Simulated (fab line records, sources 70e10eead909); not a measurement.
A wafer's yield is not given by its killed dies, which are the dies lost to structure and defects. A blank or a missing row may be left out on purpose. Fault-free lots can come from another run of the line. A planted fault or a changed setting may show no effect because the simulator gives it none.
fab line records	flow nand-harc
record: lots: 13	wafers: 39	last-day: 33
route steps=1302 shown A_CONTACT@1015 END@1302
lots that met no fault: taken from a fault-free run of the same line
start-h: the number of hours between the record's first day and the start of the first shown wafer of the lot	wait-h: hours elapsed since this lot's preceding step	" the same as in the row above	L1.1+2: a row that stands for several wafers	- no value, or no start given	* or withheld: withheld	< > ~ a bound
route shown NAME@n: names a module that has steps shown in the file, with the first one's number in the route	usual: mean and standard deviation over wafers with no fault	same: alike in all rows	chamber/n: place in a boat	sites: readings site by site	_std_site: the standard deviation of these	_edge_site: mean of outer sites minus mean of inner sites	radius-mm: how far each site lies from the wafer's centre	mask NAME#n: copy n	behind: tool/chamber where the wafer was last shaped	hold: reason for holding the lot/hours on hold/outcome of the hold	device: whichever transistor did not switch (one of n, p or np)	end of line: the tests these same wafers got at the end of their route	for a step that has no rows: nothing shown but its recipe	killed: dies that structure and defects cost at the first sort, which is not the same as the wafer's yield	map: dies across one wafer; x = killed, . = not, _ = none there
set.NAME: the setting as run; set.NAME@STEP: as run at that earlier step	model.NAME: the simulator's own value behind a step, which no gauge read
the route's steps for a sample of lots (tables are steps, rows are wafers)
services: a tool's chamber out of use, with start hour (start-h, from the record's first day; less than 0 if before it), hours out, and reason
== steps ==
step: NHARC_A_CONTACT_ETCH_121
recipe: source-w: withheld	pressure-mtorr: 20	bias-v: 3000	time-s: 190	target-depth-a: 18500	ar-flow-sccm: withheld	c4f8-flow-sccm: withheld	o2-flow-sccm: withheld	chemistry: C4F8/O2/Ar
same: time-s: 190
lot.wafer	tool	chamber	start-h	wait-h	rf-hours-counter-h
L815.1	har-cap-etch-02	0	475.13	0.1	81
L815.2	"	1	"	"	81
L815.3	"	1	"	"	-
L816.1	har-cap-etch-02	1	487.01	0.1	85
L816.3	"	1	"	"	-
L816.5	"	1	"	"	-
L818.2	har-cap-etch-03	0	519.22	0.2	51
L818.1	"	1	"	"	51
L818.5	"	1	"	"	-
L821.1	har-cap-etch-03	0	552.24	0.1	56
L821.4	"	1	"	"	-
L821.6	"	0	"	"	-
L825.2	har-cap-etch-03	1	569.69	0.1	60
L825.4	"	0	"	"	-
L825.6	"	1	"	"	-
L829.1	har-cap-etch-01	1	614.93	0.1	26
L829.4	"	1	"	"	-
L829.5	"	0	"	"	-
L830.1	har-cap-etch-02	1	623.58	0.2	112
L830.2	"	0	"	"	112
L830.5	"	0	"	"	-
L831.1	har-cap-etch-02	1	628.31	0.2	115
L831.6	"	1	"	"	-
L831.5	"	0	"	"	-
L833.2	har-cap-etch-03	1	643.80	0.1	75
L833.5	"	0	"	"	-
L833.6	"	1	"	"	-
L832.2	har-cap-etch-01	1	644.18	0.2	32
L832.1	"	0	"	"	32
L832.5	"	1	"	"	-
L835.2	har-cap-etch-01	1	676.28	0.1	36
L835.3	"	0	"	"	-
L835.6	"	0	"	"	-
L834.2	har-cap-etch-02	1	677.41	0.1	123
L834.1	"	0	"	"	123
L834.6	"	0	"	"	-
L836.1	har-cap-etch-03	1	704.95	0.2	84
L836.3	"	0	"	"	-
L836.4	"	1	"	"	-
step: NHARC_A_CONTACT_DEP_57
recipe: target-thk-a: 53000	temp-c: 400	material: aC
usual: throttle-valve-pct: 35.000/0.0082
lot.wafer	tool	chamber	start-h	wait-h	throttle-valve-pct
L815.1	acl-dep-03	0	479.61	-	34.978
L815.2	"	0	"	"	34.991
L815.3	"	0	"	"	34.978
L816.1	acl-dep-01	0	491.13	-	35.014
L816.3	"	0	492.21	-	34.995
L816.5	"	0	493.29	-	34.982
L818.1	acl-dep-01	0	522.98	-	35.004
L818.2	"	0	"	"	34.998
L818.5	"	0	525.09	-	34.996
L821.1	acl-dep-02	0	554.70	-	35.006
L821.4	"	0	556.30	-	34.993
L821.6	"	0	557.37	-	35.013
L825.2	acl-dep-02	0	574.96	-	34.992
L825.4	"	0	576.02	-	35.000
L825.6	"	0	577.08	-	35.001
L829.1	acl-dep-01	0	617.93	-	35.009
L829.4	"	0	619.54	-	35.007
L829.5	"	0	"	"	34.994
L830.1	acl-dep-01	0	627.37	-	35.004
L830.2	"	0	"	"	35.003
L830.5	"	0	629.53	-	35.004
L831.1	acl-dep-01	0	632.35	-	34.995
L831.5	"	0	634.49	-	35.004
L831.6	"	0	"	"	34.998
L833.2	acl-dep-02	0	646.80	-	34.999
L833.5	"	0	648.42	-	34.997
L833.6	"	0	"	"	35.006
L832.1	acl-dep-01	0	647.96	-	35.008
L832.2	"	0	"	"	35.001
L832.5	"	0	650.11	-	34.986
L835.2	acl-dep-01	0	679.30	-	35.005
L835.3	"	0	"	"	35.006
L835.6	"	0	681.47	-	35.009
L834.1	acl-dep-03	0	680.01	-	34.999
L834.2	"	0	"	"	34.993
L834.6	"	0	682.69	-	35.001
L836.1	acl-dep-03	0	707.69	-	34.980
L836.3	"	0	708.77	-	35.003
L836.4	"	0	"	"	35.001
step: NHARC_A_CONTACT_SOFTBAKE_64
recipe: temp-c: 105	time-s: 55
usual: heater-power-total-W: 188.43/0.12
same: time-s: 55
lot.wafer	tool	chamber	start-h	wait-h	heater-power-total-W
L815.1	litho-track-04	0	483	-	188.34
L815.2	"	0	"	"	188.52
L815.3	"	0	"	"	188.36
L816.1	litho-track-06	0	494	-	188.37
L816.3	"	0	"	"	188.61
L816.5	"	0	"	"	188.47
L818.1	litho-track-01	0	526	-	188.36
L818.2	"	0	"	"	188.34
L818.5	"	0	"	"	188.29
L821.1	litho-track-06	0	558	-	195.71
L821.4	"	0	"	"	195.88
L821.6	"	0	"	"	195.74
L825.2	litho-track-06	0	577	-	195.82
L825.4	"	0	"	"	195.74
L825.6	"	0	"	"	195.78
L829.1	litho-track-04	0	621	-	188.61
L829.4	"	0	"	"	188.30
L829.5	"	0	"	"	188.65
L830.1	litho-track-04	0	630	-	188.51
L830.2	"	0	"	"	188.41
L830.5	"	0	"	"	188.33
L831.1	litho-track-01	0	635	-	188.43
L831.5	"	0	"	"	188.66
L831.6	"	0	"	"	188.30
L833.2	litho-track-04	0	649	-	188.27
L833.5	"	0	"	"	188.31
L833.6	"	0	"	"	188.41
L832.1	litho-track-06	0	651	-	188.52
L832.2	"	0	"	"	188.33
L832.5	"	0	"	"	188.39
L835.2	litho-track-01	0	682	-	188.37
L835.3	"	0	"	"	188.43
L835.6	"	0	"	"	188.40
L834.1	litho-track-01	0	683	-	188.34
L834.2	"	0	"	"	188.37
L834.6	"	0	"	"	188.32
L836.1	litho-track-06	0	711	-	188.45
L836.3	"	0	"	"	188.51
L836.4	"	0	"	"	188.39
step: NHARC_A_CONTACT_DESCUM_74
recipe: time-s: 3	o2-flow-sccm: 200	ar-flow-sccm: 0	bias-power-w: 0	chemistry: O2
usual: drypump-motor-current-A: 5.8/0.38	oes-product-au: 0.999/0.0074	rf-vpp-V: 57.9/0.94	showerhead-plenum-p-Torr: 1.94/0.11	throttle-valve-pct: 11.311/0.0095
same: time-s: 3
lot.wafer	tool	chamber	start-h	wait-h	drypump-motor-current-A	oes-product-au	rf-hours-counter-h	rf-vpp-V	showerhead-plenum-p-Torr	throttle-valve-pct
L815.3	rie-diel-05	0	483.61	0.1	6.3	1.002	28	58.9	2.07	11.301
L815.2	"	1	"	"	5.4	1.003	25	57.5	1.94	11.311
L815.1	"	2	"	"	6.1	0.987	26	56.5	1.77	11.329
L816.1	rie-diel-07	2	495.30	0.1	6.0	1.009	6	60.0	1.88	11.307
L816.3	"	3	"	"	5.6	1.002	8	58.4	1.78	11.311
L816.5	"	2	"	"	6.0	1.002	-	58.7	1.88	11.305
L818.2	rie-diel-07	3	526.94	0.1	5.5	0.998	15	57.4	1.78	11.314
L818.1	"	2	"	"	6.0	0.982	12	56.2	1.87	11.302
L818.5	"	0	"	"	5.9	0.993	-	57.8	2.07	11.305
L821.4	rie-diel-07	1	558.83	0.1	5.9	0.998	16	58.1	1.91	11.309
L821.1	"	3	"	"	5.6	1.005	19	56.1	1.78	11.318
L821.6	"	1	"	"	5.9	0.995	-	57.8	1.91	11.294
L825.2	rie-diel-07	3	578.59	0.1	5.5	1.006	24	57.5	1.78	11.312
L825.4	"	0	"	"	5.9	0.988	25	56.2	2.07	11.312
L825.6	"	1	"	"	5.9	0.995	-	58.5	1.90	11.306
L829.4	rie-diel-03	2	622.07	0.1	5.0	0.997	0	58.3	2.01	11.320
L829.1	"	0	"	"	5.2	0.990	0	57.4	1.82	11.303
L829.5	"	3	"	"	6.1	0.992	-	57.1	2.06	11.308
L830.1	rie-diel-03	0	631.56	0.1	5.2	0.992	3	59.4	1.82	11.303
L830.2	"	1	"	"	5.9	0.980	3	57.4	1.80	11.307
L830.5	"	0	"	"	5.2	0.992	-	57.8	1.82	11.312
L831.1	rie-diel-07	1	636.50	0.1	5.9	1.000	0	57.4	1.90	11.318
L831.6	"	0	"	"	5.9	0.990	-	57.7	2.07	11.303
L831.5	"	1	"	"	5.9	0.992	-	57.9	1.90	11.325
L833.2	rie-diel-07	1	650.44	0.1	5.9	0.999	3	58.2	1.90	11.310
L833.6	"	0	"	"	5.9	0.985	-	59.1	2.06	11.307
L833.5	"	1	"	"	5.9	0.998	-	56.1	1.90	11.306
L832.2	rie-diel-05	2	652.11	0.1	6.1	1.007	27	56.5	2.07	11.313
L832.1	"	1	"	"	5.4	1.005	28	58.3	1.92	11.320
L832.5	"	2	"	"	6.2	0.998	-	60.8	2.07	11.315
L835.3	rie-diel-07	1	682.97	0.1	5.9	0.986	6	58.6	1.90	11.318
L835.2	"	0	"	"	5.9	0.993	6	58.7	2.06	11.309
L835.6	"	2	"	"	6.0	0.996	-	56.9	1.87	11.295
L834.1	rie-diel-03	1	684.17	0.1	5.9	0.990	24	56.5	1.79	11.306
L834.2	"	2	"	"	5.0	1.009	27	59.2	2.00	11.303
L834.6	"	3	"	"	6.1	1.000	-	58.2	2.05	11.290
L836.4	rie-diel-03	3	711.75	0.1	6.1	1.013	32	57.6	2.05	11.321
L836.1	"	0	"	"	5.2	0.994	36	56.6	1.81	11.309
L836.3	"	1	"	"	5.8	0.997	37	58.9	1.79	11.302
step: NHARC_END_SORT_01
recipe: temp-c: 25
usual: killed-at-array: 47/14	killed-at-other: 0.5/0.72	killed-at-periphery: 4/3.1	killed-dies: 52/15	killed-open: 3.2/1.9	killed-short: 2.4/1.7
same: gross-dies: 677
lot.wafer	tool	chamber	start-h	wait-h	killed-at-array	killed-at-other	killed-at-periphery	killed-dies	killed-open	killed-short
L815.1	prober-01	0	539.27	2.5	69	1	4	74	4	2
L815.2	prober-01	0	540.07	2.8	73	0	7	80	1	5
L815.3	prober-01	0	540.86	3.1	57	1	4	62	1	2
L816.1	prober-02	0	559.94	2.5	14	0	3	17	2	1
L816.3	prober-02	0	561.52	3.1	21	0	4	25	3	1
L816.5	prober-02	0	563.10	3.7	26	0	3	29	4	4
L818.1	prober-01	0	584.44	2.5	58	0	3	61	5	1
L818.2	prober-01	0	585.23	2.8	54	0	1	55	3	1
L818.5	prober-01	0	587.62	3.7	64	0	2	66	5	2
L821.1	prober-01	0	620.58	2.5	69	1	1	71	2	2
L821.4	prober-01	0	622.96	3.4	45	0	3	48	5	2
L821.6	prober-01	0	624.55	4.0	49	0	7	56	4	2
L825.2	prober-01	0	759.50	2.8	47	1	5	53	6	4
L825.4	prober-01	0	761.09	3.4	41	2	3	46	1	0
L825.6	prober-01	0	762.68	4.0	45	0	4	49	1	4
L829.1	prober-01	0	766.47	2.5	61	0	9	70	0	1
L829.4	prober-01	0	768.86	3.4	51	0	12	63	2	5
L829.5	prober-01	0	769.65	3.7	51	0	8	59	8	3
L830.1	prober-02	0	768.87	2.5	61	0	3	64	3	3
L830.2	prober-02	0	769.66	2.8	41	0	4	45	1	2
L830.5	prober-02	0	772.03	3.7	57	0	1	58	1	1
L831.1	prober-01	0	774.26	2.5	28	0	4	32	1	1
L831.5	prober-01	0	777.40	3.6	32	1	5	38	6	0
L831.6	prober-01	0	778.18	3.9	37	2	6	45	6	2
L832.1	prober-02	0	776.60	2.5	50	0	2	52	6	2
L832.2	prober-02	0	777.40	2.8	55	0	5	60	1	3
L832.5	prober-02	0	779.81	3.7	63	0	4	67	9	3
L833.2	prober-01	0	782.81	2.8	61	2	10	73	1	1
L833.5	prober-01	0	785.24	3.7	49	2	5	56	3	3
L833.6	prober-01	0	786.04	4.0	33	1	6	40	1	1
L835.2	prober-02	0	785.21	2.8	52	1	2	55	1	4
L835.3	prober-02	0	786.00	3.1	35	2	9	46	5	3
L835.6	prober-02	0	788.37	3.9	44	0	6	50	1	3
L834.1	prober-01	0	789.90	2.5	53	0	3	56	5	0
L834.2	prober-01	0	790.69	2.8	44	0	1	45	1	2
L834.6	prober-01	0	793.88	4.0	47	0	2	49	5	2
L836.1	prober-02	0	800.02	2.5	46	0	3	49	2	3
L836.3	prober-02	0	801.61	3.1	29	1	2	32	4	2
L836.4	prober-02	0	802.40	3.4	40	0	2	42	2	3
killed by level:class
L815.1 A_CHANNEL_HOLE_D2:chamber-film-flake=31 A_CHANNEL_HOLE_D1:chamber-film-flake=28 A_M1:geometric-particle:open=2 A_STAIRCASE:chamber-film-flake=2 A_CONTACT:chamber-film-flake=2 P_GATE:geometric-particle:short=1 A_DECK1_JOINT:geometric-particle:short=1 A_WL_FILL:geometric-particle:open=1
L815.2 A_CHANNEL_HOLE_D1:chamber-film-flake=37 A_CHANNEL_HOLE_D2:chamber-film-flake=26 P_GATE:chamber-film-flake=4 A_WL_FILL:geometric-particle:short=2 A_WL_FILL:chamber-film-flake=2 P_STI:geometric-particle:short=1 A_CHANNEL_FILL_D1:geometric-particle:short=1 A_DECK1_JOINT:geometric-particle:short=1
L815.3 A_CHANNEL_HOLE_D1:chamber-film-flake=28 A_CHANNEL_HOLE_D2:chamber-film-flake=21 A_CHANNEL_FILL_D2:geometric-particle:short=2 P_M0:chamber-film-flake=2 A_CONTACT:chamber-film-flake=2 A_WL_FILL:geometric-particle:open=1 P_ZERO_WELL:chamber-film-flake=1 P_GATE:chamber-film-flake=1
L816.1 A_CHANNEL_HOLE_D2:chamber-film-flake=3 A_STAIRCASE:chamber-film-flake=3 A_CONTACT:chamber-film-flake=3 P_GATE:chamber-film-flake=2 A_ONON_D1:geometric-particle:open=1 A_ONON_D2:geometric-particle:short=1 A_WL_FILL:geometric-particle:open=1 P_ZERO_WELL:chamber-film-flake=1
L816.3 A_CHANNEL_HOLE_D2:chamber-film-flake=6 A_CHANNEL_FILL_D2:chamber-film-flake=3 P_M2:chamber-film-flake=2 A_DECK1_JOINT:chamber-film-flake=2 A_STAIRCASE:chamber-film-flake=2 A_BLC:chamber-film-flake=2 P_GATE:geometric-particle:open=1 A_CHANNEL_FILL_D1:geometric-particle:short=1
L816.5 A_CHANNEL_HOLE_D2:chamber-film-flake=13 A_CHANNEL_HOLE_D1:geometric-particle:open=2 A_CHANNEL_FILL_D2:geometric-particle:short=2 P_GATE:chamber-film-flake=2 A_STAIRCASE:chamber-film-flake=2 A_CONTACT:chamber-film-flake=2 A_CHANNEL_FILL_D1:geometric-particle:open=1 A_WL_FILL:geometric-particle:short=1
L818.1 A_CHANNEL_HOLE_D2:chamber-film-flake=33 A_SLIT:chamber-film-flake=14 A_DECK1_JOINT:geometric-particle:open=2 A_M1:chamber-film-flake=2 P_GATE:geometric-particle:open=1 P_M1:geometric-particle:open=1 A_ONON_D1:geometric-particle:short=1 A_CHANNEL_FILL_D1:geometric-particle:open=1
L818.2 A_SLIT:chamber-film-flake=23 A_CHANNEL_HOLE_D2:chamber-film-flake=23 P_M0:geometric-particle:open=1 A_DECK1_JOINT:geometric-particle:open=1 A_BLC:geometric-particle:short=1 A_M0:geometric-particle:open=1 A_CHANNEL_HOLE_D1:chamber-film-flake=1 A_STAIRCASE:chamber-film-flake=1
L818.5 A_CHANNEL_HOLE_D2:chamber-film-flake=29 A_SLIT:chamber-film-flake=23 A_CHANNEL_FILL_D2:geometric-particle:open=2 A_CHANNEL_HOLE_D1:chamber-film-flake=2 P_M0:geometric-particle:open=1 A_ONON_D1:geometric-particle:short=1 A_CHANNEL_HOLE_D1:geometric-particle:short=1 A_SLIT:geometric-particle:open=1
L821.1 A_CHANNEL_HOLE_D1:chamber-film-flake=28 A_SLIT:chamber-film-flake=25 A_CHANNEL_HOLE_D2:chamber-film-flake=5 A_CONTACT:chamber-film-flake=4 A_STAIRCASE:chamber-film-flake=2 A_M1:chamber-film-flake=2 P_M0:geometric-particle:open=1 A_ONON_D2:geometric-particle:short=1
L821.4 A_CHANNEL_HOLE_D1:chamber-film-flake=20 A_SLIT:chamber-film-flake=14 A_CONTACT:chamber-film-flake=2 A_M1:chamber-film-flake=2 P_M1:geometric-particle:open=1 A_ONON_D1:geometric-particle:short=1 A_CHANNEL_HOLE_D1:geometric-particle:short=1 A_ONON_D2:geometric-particle:open=1
L821.6 A_CHANNEL_HOLE_D1:chamber-film-flake=27 A_CHANNEL_HOLE_D2:chamber-film-flake=8 A_SLIT:chamber-film-flake=7 P_ZERO_WELL:chamber-film-flake=3 A_CONTACT:chamber-film-flake=2 P_GATE:geometric-particle:open=1 P_CONTACT:geometric-particle:short=1 P_M1:geometric-particle:open=1
L825.2 A_SLIT:chamber-film-flake=23 A_CHANNEL_HOLE_D2:chamber-film-flake=10 A_CHANNEL_HOLE_D1:chamber-film-flake=4 P_CONTACT:geometric-particle:open=2 A_ONON_D2:geometric-particle:short=2 A_ONON_D2:geometric-particle:open=2 P_CONTACT:chamber-film-flake=2 A_DECK1_JOINT:geometric-particle:short=1
L825.4 A_SLIT:chamber-film-flake=31 A_CHANNEL_HOLE_D2:chamber-film-flake=5 P_CONTACT:chamber-film-flake=2 A_CHANNEL_HOLE_D1:chamber-film-flake=2 A_CONTACT:chamber-film-flake=2 THIN_TSV:chamber-film-flake=2 P_CONTACT:geometric-particle:open=1 A_ZERO_WELL:chamber-film-flake=1
L825.6 A_SLIT:chamber-film-flake=25 A_CHANNEL_HOLE_D2:chamber-film-flake=6 A_CHANNEL_HOLE_D1:chamber-film-flake=3 P_ZERO_WELL:chamber-film-flake=2 P_CONTACT:chamber-film-flake=2 A_ZERO_WELL:chamber-film-flake=2 A_CONTACT:chamber-film-flake=2 A_CHANNEL_FILL_D1:geometric-particle:short=1
L829.1 A_CHANNEL_HOLE_D1:chamber-film-flake=32 A_CHANNEL_HOLE_D2:chamber-film-flake=16 P_CONTACT:chamber-film-flake=7 A_CONTACT:chamber-film-flake=7 A_SLIT:chamber-film-flake=2 A_WL_FILL:chamber-film-flake=2 A_WL_FILL:geometric-particle:short=1 P_GATE:chamber-film-flake=1
L829.4 A_CHANNEL_HOLE_D1:chamber-film-flake=23 A_CHANNEL_HOLE_D2:chamber-film-flake=8 A_CONTACT:chamber-film-flake=7 A_SLIT:chamber-film-flake=4 P_CONTACT:chamber-film-flake=4 P_GATE:chamber-film-flake=3 P_M2:chamber-film-flake=3 A_DECK1_JOINT:geometric-particle:short=2
L830.1 A_SLIT:chamber-film-flake=25 A_CONTACT:chamber-film-flake=15 A_CHANNEL_HOLE_D2:chamber-film-flake=11 A_CHANNEL_HOLE_D1:chamber-film-flake=2 A_M0:chamber-film-flake=2 P_GATE:geometric-particle:open=1 P_CONTACT:geometric-particle:open=1 A_ONON_D2:geometric-particle:open=1
L829.5 A_CHANNEL_HOLE_D1:chamber-film-flake=25 A_CHANNEL_HOLE_D2:chamber-film-flake=7 A_CONTACT:chamber-film-flake=5 P_CONTACT:chamber-film-flake=3 A_WL_FILL:chamber-film-flake=3 A_ONON_D1:geometric-particle:open=2 P_GATE:chamber-film-flake=2 P_CONTACT:geometric-particle:open=1
L830.2 A_SLIT:chamber-film-flake=12 A_CHANNEL_HOLE_D1:chamber-film-flake=10 A_CONTACT:chamber-film-flake=10 A_CHANNEL_HOLE_D2:chamber-film-flake=6 P_GATE:chamber-film-flake=3 P_CONTACT:geometric-particle:open=1 A_ONON_D1:geometric-particle:short=1 A_CHANNEL_HOLE_D1:geometric-particle:short=1
L830.5 A_SLIT:chamber-film-flake=26 A_CHANNEL_HOLE_D2:chamber-film-flake=10 A_CONTACT:chamber-film-flake=8 A_CHANNEL_HOLE_D1:chamber-film-flake=6 A_M0:chamber-film-flake=3 A_DECK1_JOINT:geometric-particle:open=1 A_WL_FILL:geometric-particle:short=1 P_GATE:chamber-film-flake=1
L831.1 A_CHANNEL_HOLE_D2:chamber-film-flake=10 A_CONTACT:chamber-film-flake=6 A_SLIT:chamber-film-flake=5 A_CHANNEL_HOLE_D1:chamber-film-flake=3 P_GATE:chamber-film-flake=2 A_CHANNEL_FILL_D1:geometric-particle:open=1 A_CHANNEL_FILL_D2:geometric-particle:short=1 P_ZERO_WELL:chamber-film-flake=1
L832.1 A_CHANNEL_HOLE_D1:chamber-film-flake=25 A_STAIRCASE:chamber-film-flake=6 A_SLIT:chamber-film-flake=6 A_CONTACT:chamber-film-flake=2 A_CHANNEL_FILL_D1:geometric-particle:open=2 A_SGD_CUT:geometric-particle:open=2 P_CONTACT:geometric-particle:open=1 A_CHANNEL_HOLE_D1:geometric-particle:short=1
L831.5 A_CHANNEL_HOLE_D2:chamber-film-flake=11 A_SLIT:chamber-film-flake=7 A_CHANNEL_HOLE_D1:chamber-film-flake=5 A_CONTACT:chamber-film-flake=4 P_GATE:chamber-film-flake=3 A_CHANNEL_FILL_D1:geometric-particle:open=2 P_M2:geometric-particle:open=1 A_ONON_D2:geometric-particle:open=1
L832.2 A_CHANNEL_HOLE_D1:chamber-film-flake=33 A_STAIRCASE:chamber-film-flake=7 A_DECK1_JOINT:chamber-film-flake=4 P_GATE:chamber-film-flake=3 A_SLIT:chamber-film-flake=3 A_CHANNEL_FILL_D1:geometric-particle:short=2 A_CHANNEL_FILL_D1:chamber-film-flake=2 A_WL_FILL:chamber-film-flake=2
L831.6 A_CHANNEL_HOLE_D2:chamber-film-flake=20 A_CHANNEL_HOLE_D1:chamber-film-flake=4 A_CONTACT:chamber-film-flake=4 A_SLIT:chamber-film-flake=4 P_GATE:chamber-film-flake=2 P_STI:geometric-particle:open=1 P_GATE:geometric-particle:open=1 P_M0:geometric-particle:open=1
L832.5 A_CHANNEL_HOLE_D1:chamber-film-flake=35 A_STAIRCASE:chamber-film-flake=9 A_WL_FILL:chamber-film-flake=4 A_SLIT:chamber-film-flake=3 P_M0:geometric-particle:open=2 A_ONON_D1:geometric-particle:open=2 A_CHANNEL_FILL_D2:geometric-particle:short=2 P_GATE:geometric-particle:short=1
L833.2 A_SLIT:chamber-film-flake=25 A_CHANNEL_HOLE_D2:chamber-film-flake=16 A_CHANNEL_HOLE_D1:chamber-film-flake=9 P_M2:chamber-film-flake=8 A_CONTACT:chamber-film-flake=5 A_DECK1_JOINT:chamber-film-flake=2 A_CHANNEL_FILL_D2:geometric-particle:open=1 A_M0:geometric-particle:short=1
L835.2 A_CHANNEL_HOLE_D1:chamber-film-flake=19 A_CHANNEL_HOLE_D2:chamber-film-flake=16 A_SLIT:chamber-film-flake=6 A_ONON_D2:geometric-particle:short=2 A_CONTACT:chamber-film-flake=2 A_ONON_D1:geometric-particle:open=1 A_ONON_D1:geometric-particle:short=1 A_WL_FILL:geometric-particle:short=1
L833.5 A_SLIT:chamber-film-flake=17 A_CHANNEL_HOLE_D2:chamber-film-flake=15 A_CHANNEL_HOLE_D1:chamber-film-flake=6 A_CONTACT:chamber-film-flake=3 A_STAIRCASE:chamber-film-flake=3 P_M2:chamber-film-flake=2 HYBRID_BOND:chamber-film-flake=2 P_STI:geometric-particle:open=1
L835.3 A_SLIT:chamber-film-flake=10 A_CHANNEL_HOLE_D1:chamber-film-flake=9 A_CHANNEL_HOLE_D2:chamber-film-flake=9 P_STI:chamber-film-flake=2 P_M1:chamber-film-flake=2 A_CONTACT:chamber-film-flake=2 THIN_TSV:chamber-film-flake=2 P_CONTACT:geometric-particle:open=1
L833.6 A_SLIT:chamber-film-flake=12 A_CHANNEL_HOLE_D2:chamber-film-flake=6 A_CHANNEL_HOLE_D1:chamber-film-flake=5 A_CONTACT:chamber-film-flake=4 P_M2:chamber-film-flake=3 P_GATE:chamber-film-flake=2 A_DECK1_JOINT:chamber-film-flake=2 A_STAIRCASE:chamber-film-flake=2
L835.6 A_CHANNEL_HOLE_D1:chamber-film-flake=13 A_CHANNEL_HOLE_D2:chamber-film-flake=12 A_SLIT:chamber-film-flake=9 A_CONTACT:chamber-film-flake=4 A_STAIRCASE:chamber-film-flake=3 P_STI:chamber-film-flake=2 P_STI:geometric-particle:short=1 P_CONTACT:geometric-particle:open=1
L834.1 A_CHANNEL_HOLE_D2:chamber-film-flake=27 A_SLIT:chamber-film-flake=9 A_CONTACT:chamber-film-flake=6 A_CHANNEL_HOLE_D1:chamber-film-flake=5 P_CONTACT:geometric-particle:open=2 A_ONON_D2:geometric-particle:open=1 A_CHANNEL_FILL_D2:geometric-particle:open=1 A_BLC:geometric-particle:open=1
L834.2 A_CHANNEL_HOLE_D1:chamber-film-flake=20 A_CHANNEL_HOLE_D2:chamber-film-flake=7 A_SLIT:chamber-film-flake=7 A_STAIRCASE:chamber-film-flake=3 A_CONTACT:chamber-film-flake=3 A_CHANNEL_FILL_D2:chamber-film-flake=2 P_M0:geometric-particle:open=1 A_SOURCE_PLATE:geometric-particle:short=1
L834.6 A_CHANNEL_HOLE_D2:chamber-film-flake=18 A_CHANNEL_HOLE_D1:chamber-film-flake=13 A_SLIT:chamber-film-flake=5 A_CONTACT:chamber-film-flake=3 P_GATE:geometric-particle:open=1 A_SOURCE_PLATE:geometric-particle:open=1 A_ONON_D1:geometric-particle:short=1 A_ONON_D1:geometric-particle:open=1
L836.1 A_CHANNEL_HOLE_D1:chamber-film-flake=16 A_SLIT:chamber-film-flake=10 A_STAIRCASE:chamber-film-flake=9 A_CONTACT:chamber-film-flake=3 A_SGD_CUT:geometric-particle:short=2 A_CHANNEL_FILL_D2:chamber-film-flake=2 P_GATE:geometric-particle:open=1 A_CHANNEL_FILL_D2:geometric-particle:short=1
L836.3 A_CHANNEL_HOLE_D1:chamber-film-flake=9 A_STAIRCASE:chamber-film-flake=7 A_CONTACT:chamber-film-flake=5 A_SLIT:chamber-film-flake=3 P_CONTACT:geometric-particle:short=1 A_CHANNEL_FILL_D1:geometric-particle:open=1 A_DECK1_JOINT:geometric-particle:short=1 A_CHANNEL_HOLE_D2:geometric-particle:open=1
L836.4 A_CHANNEL_HOLE_D1:chamber-film-flake=15 A_SLIT:chamber-film-flake=11 A_CHANNEL_FILL_D2:geometric-particle:short=2 A_STAIRCASE:chamber-film-flake=2 A_CONTACT:chamber-film-flake=2 P_M1:geometric-particle:open=1 A_ONON_D1:geometric-particle:short=1 A_DECK1_JOINT:geometric-particle:open=1
== services ==
tool	chamber	start-h	hours	kind
rie-diel-07	0	456.44	-	clean
rie-diel-07	0	456.44	-	consumable-replace:showerhead
rie-diel-07	1	456.44	-	clean
rie-diel-07	2	456.44	-	clean
rie-diel-07	3	456.44	-	clean
acl-dep-03	-	457.84	13.0	pm
har-cap-etch-01	-	473.00	17.0	pm
litho-track-01	-	481.00	7.0	pm
litho-track-06	-	505.00	7.0	pm
acl-dep-01	-	505.47	1.0	repair
litho-track-04	-	529.00	7.0	pm
acl-dep-01	-	529.93	13.0	pm
rie-diel-05	3	534.63	5.9	repair
rie-diel-05	-	559.63	9.0	pm
acl-dep-02	-	582.57	13.0	pm
rie-diel-03	3	607.91	3.9	repair
rie-diel-03	-	611.37	9.0	pm
rie-diel-07	-	624.44	9.0	pm
acl-dep-03	-	639.23	13.0	pm
rie-diel-05	3	649.29	4.2	repair
litho-track-01	-	656.00	7.0	pm
rie-diel-03	3	669.68	11.9	repair
litho-track-06	-	680.00	7.0	pm
litho-track-04	-	704.00	7.0	pm
== key ==
first-sign: step: NHARC_A_CONTACT_SOFTBAKE_64	reading: heater-power-total-W	direction: up	sigmas: 60	usual: *	struck: *
effect none on later readings
met-at NHARC_A_CONTACT_SOFTBAKE_64
struck-lots L821,L825
tester-left-out L821,L825
not-acting-at NHARC_A_CONTACT_ETCH_121,NHARC_A_CONTACT_DEP_57,NHARC_A_CONTACT_DESCUM_74
onset-between 494 558
fault: kind: process-parameter-drift	tool: litho-track-06	chamber: -	onset-h: 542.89	steps: NHARC_A_CONTACT_SOFTBAKE_64	channel: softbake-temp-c	offset: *	shape: step	end-h: 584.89	acts-in: *	stated: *
tester-left-out: of these lots the tester's yield and bins aren't shown, on N5 and GAA mostly nor the transistor test; their killed dies are dies lost to structure and defects alone, not to doping, threshold or leakage, so they don't give the yield
